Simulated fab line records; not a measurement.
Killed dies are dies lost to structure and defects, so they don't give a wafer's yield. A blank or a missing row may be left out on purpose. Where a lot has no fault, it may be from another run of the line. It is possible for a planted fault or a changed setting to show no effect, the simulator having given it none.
Matching of chambers | flow n5Finfet | N5_DUMMY_GATE_HM_OPEN_21 on rieDiel-03 has 4 sister chambers
The step chemistry CH3F/O2, target SiNx, target depth 120 nm, time 171.4 s. 4 wafers are shown with their chamber, then 11 later ones without.

== WAFERS, EACH WITH ITS CHAMBER ==
wafer  | chamber | showerheadPlenumPTorr (Torr)
L081.1 | 0       | 1.98
L084.6 | 2       | 2.08
L085.3 | 1       | 2.03
L087.2 | 3       | 2.11

== WAFERS WITH NO CHAMBER GIVEN ==
wafer  | showerheadPlenumPTorr (Torr)
L087.3 | 2.08
L087.5 | 2.02
L090.1 | 2.11
L090.3 | 1.97
L090.4 | 2.02
L094.2 | 1.97
L094.4 | 2.10
L094.5 | 2.02
L097.1 | 1.97
L097.5 | 2.08
L097.6 | 2.02

== THE CHAMBER EACH PASSED THROUGH ==
wafer  | from the rows above     | in truth
L087.3 | 2                       | 2
L087.5 | 1                       | 1
L090.1 | 3                       | 3
L090.3 | 0                       | 0
L090.4 | 1                       | 1
L094.2 | 0                       | 0
L094.4 | can't be placed: 3 or 2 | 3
L094.5 | 1                       | 1
L097.1 | 0                       | 0
L097.5 | 2                       | 2
L097.6 | 1                       | 1
Correctly placed: 10 of 11. These rows do not allow placing 1 (true chamber among the candidates in 1). Placed wrongly: 0.
How it was worked out, from the rows above alone: a wafer's distance from a chamber is the root of the sum, over the readings, of the square of ((its reading less the chamber's mean) divided by the reading's scatter). If the next closest chamber is less than 2 further off than the closest, the wafer can't be placed; otherwise it belongs to the closest. Each chamber's mean is taken over the wafers shown for it. The scatter: root of mean squared gap, hidden wafer to nearest shown wafer, with one shown wafer a chamber.
